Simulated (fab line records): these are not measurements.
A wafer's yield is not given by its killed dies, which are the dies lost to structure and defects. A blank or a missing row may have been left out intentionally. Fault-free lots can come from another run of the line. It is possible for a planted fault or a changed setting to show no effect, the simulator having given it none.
Chamber matching    flow n5 finfet    4 sister chambers for N5_BEOL_M3_DESCUM_16 on rie diel-01
The step chemistry O2, time 7 s. 18 wafers are shown with their chamber, then 9 later ones without.

EACH WAFER AND ITS CHAMBER
wafer   chamber  showerhead plenum p Torr (Torr)  throttle valve pct (%)  oes product au (a.u.)
L078.1  2        1.99                             20.22                   0.73
L078.2  0        2.22                             20.55                   0.81
L078.5  3        2.16                             20.32                   0.72
L086.1  2        1.99                             20.24                   0.72
L086.3  3        2.16                             20.34                   0.70
L086.5  1        2.19                             20.12                   0.77
L087.1  2        1.99                             20.24                   0.73
L087.4  1        2.19                             20.10                   0.78
L087.5  1        2.19                             20.11                   0.77
L088.1  0        2.21                             20.57                   0.80
L088.3  1        2.19                             20.13                   0.76
L088.4  2        1.98                             20.23                   0.72
L089.1  2        1.98                             20.24                   0.72
L089.4  1        2.19                             20.14                   0.77
L089.5  2        1.98                             20.25                   0.72
L090.1  2        1.98                             20.24                   0.72
L090.2  3        2.15                             20.37                   0.71
L090.5  3        2.15                             20.37                   0.71

SIGNATURES (means of the wafers above)
reading                   chamber 0  chamber 1  chamber 2  chamber 3  scatter within a chamber
showerhead plenum p Torr  2.2150     2.1900     1.9843     2.1550     0.00479
throttle valve pct        20.5600    20.1200    20.2371    20.3500    0.0159
oes product au            0.8050     0.7700     0.7229     0.7100     0.00651
Rule: for each reading, subtract the chamber's mean from the wafer's reading, divide by that reading's scatter and square the result; add these up over the readings and take the root, which gives the wafer's distance from the chamber. If the next closest chamber is less than 2 further off than the closest, the wafer can't be placed; otherwise it belongs to the closest. The scatter: the root of (the sum of the squares of (reading less its chamber's mean) over the shown wafers, divided by (wafers less chambers)).

WAFERS WITH NO CHAMBER GIVEN
wafer   showerhead plenum p Torr (Torr)  throttle valve pct (%)  oes product au (a.u.)
L092.2  2.21                             20.55                   0.80
L092.3  1.98                             20.25                   0.71
L092.4  2.15                             20.37                   0.71
L094.2  2.15                             20.38                   0.71
L094.3  2.21                             20.58                   0.79
L094.5  2.21                             20.59                   0.79
L097.1  2.19                             20.14                   0.75
L097.3  2.21                             20.60                   0.79
L097.5  2.19                             20.14                   0.76

CHAMBER TAKEN BY EACH
wafer   from the rows above  in truth
L092.2  0                    0
L092.3  2                    2
L092.4  3                    3
L094.2  3                    3
L094.3  0                    0
L094.5  0                    0
L097.1  1                    1
L097.3  0                    0
L097.5  1                    1
9 of 9 placed correctly. Not placeable from these rows: 0. Placed wrongly: 0.
